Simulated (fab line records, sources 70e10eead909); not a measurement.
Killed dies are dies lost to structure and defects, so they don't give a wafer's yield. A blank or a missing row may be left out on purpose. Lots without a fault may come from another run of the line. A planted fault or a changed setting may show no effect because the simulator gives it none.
Chamber matching | flow nand_harc | NHARC_THIN_TSV_DEP_47 on pecvd-04: 3 sister chambers
The step deposits SiO2, target thk 200 nm. 6 wafers are shown with their chamber, then 8 later ones without.

WAFERS WITH THEIR CHAMBER
wafer  | chamber | throttle_valve_pct (%)
L466.2 | 2       | 16.1
L466.5 | 0       | 14.8
L469.4 | 0       | 14.9
L469.5 | 2       | 16.2
L469.6 | 1       | 15.7
L468.4 | 1       | 15.7

WAFERS WITHOUT THEIR CHAMBER
wafer  | throttle_valve_pct (%)
L468.5 | 15.9
L468.6 | 16.0
L471.2 | 15.3
L471.5 | 16.4
L471.6 | 15.1
L470.1 | 15.5
L470.2 | 14.9
L470.4 | 15.9

WHICH CHAMBER EACH WENT THROUGH
wafer  | from the rows above     | in truth
L468.5 | can't be placed: 1 or 2 | 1
L468.6 | 2                       | 2
L471.2 | can't be placed: 1 or 0 | 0
L471.5 | 2                       | 2
L471.6 | 0                       | 0
L470.1 | 1                       | 1
L470.2 | 0                       | 0
L470.4 | can't be placed: 1 or 2 | 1
Placed correctly: 5 of 8. Can't be placed from these rows: 3 (the true chamber is among the candidates in 3). Placed wrongly: 0.
How it was worked out, from the rows above alone: a wafer's distance from a chamber is the root of the sum, over the readings, of the square of ((its reading less the chamber's mean) divided by the reading's scatter). The wafer belongs to the nearest chamber; if the next one is less than 2 further off, it can't be placed. A chamber's mean is the mean of its shown wafers. The scatter: the root of (the sum of the squares of (reading less its chamber's mean) over the shown wafers, divided by (wafers less chambers)).
